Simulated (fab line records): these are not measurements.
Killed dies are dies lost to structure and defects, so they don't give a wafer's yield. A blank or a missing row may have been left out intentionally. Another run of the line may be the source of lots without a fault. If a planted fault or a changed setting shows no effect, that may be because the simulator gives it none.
A lot that was struck, set against a sound lot	flow nand harc	14 out of 1302 route steps
Sound: these wafers, L651.3, L651.4, L651.5. Wafers struck: L655.1, L655.2, L655.3. The cause comes at the end.
For every step that has rows: the tool of each side, followed by ch and its chambers, followed by its first start. Under that, the readings that differ: sound wafers	struck wafers	difference of the means	sigmas: that difference in standard deviations of wafers without a fault.
alike: readings whose means differ by less than 2 such deviations, and words and numbers that are the same on both sides. not compared: withheld readings, readings that some wafer has no value for, bounds like >300 that may hide the same value, and numbers for which the record gives no deviation and whose values overlap.
A row with sigmas, a row that says differs or no value, or rows on one side alone: a step with any of these is where the two part. Non-overlapping numbers with no deviation appear without sigmas and do not part them. A reading that every wafer of one side lacks parts them only if that side has two wafers or more.

NHARC_A_CONTACT_STRIP_55: strips in O2.
  sound: rie diel-04 ch 1,3; struck: rie diel-04 ch 0,1,3
  alike: drypump motor current A, mfc ar sccm, oes product au, rf vpp V, showerhead plenum p Torr, throttle valve pct
  not compared: rf hours counter h
then, 1 step without rows for these wafers: NHARC_A_CONTACT_STRIP_56 (strips in post etch residue remover, time 600 s).
NHARC_A_CONTACT_DEP_57: deposits aC, target thk 5300 nm.
  sound on acl dep-01 ch 0, day 25 23:07; struck on acl dep-02 ch 0, day 27 23:44
  alike: throttle valve pct
NHARC_A_CONTACT_DEP_58: deposits SiON, target thk 90 nm.
  sound on pecvd-03 ch 0,1, day 26 01:17; struck on pecvd-02 ch 0,1,2, day 28 03:02
  alike: heater power w
then, 8 steps without rows for these wafers: NHARC_A_CONTACT_DEHYDRATE_59 (time 120 s); NHARC_A_CONTACT_HMDS_60 (time 30 s); NHARC_A_CONTACT_COAT_61 (time 75 s); NHARC_A_CONTACT_COAT_62 (time 65 s); NHARC_A_CONTACT_COAT_63 (resist thk 90 nm); NHARC_A_CONTACT_SOFTBAKE_64 (time 55 s); NHARC_A_CONTACT_EBR_65; NHARC_A_CONTACT_EXPOSE_66 (exposes mask A CC 2).
NHARC_A_CONTACT_PEB_67: peb time 65 s.
  sound on litho track-04 ch 0, day 26 01:56; struck on litho track-04, day 28 03:41
  no value came back on the struck wafers for chill plate temp C (C), exhaust pa (Pa); on the sound wafers chill plate temp C (C) reads 23.06 22.99 23.21
then, 1 step without rows for these wafers: NHARC_A_CONTACT_DEVELOP_68 (develop time 35 s).

== WHERE THEY PART ==
NHARC_A_CONTACT_PEB_67 only, going by this record.

WHY: whatever the simulator had introduced
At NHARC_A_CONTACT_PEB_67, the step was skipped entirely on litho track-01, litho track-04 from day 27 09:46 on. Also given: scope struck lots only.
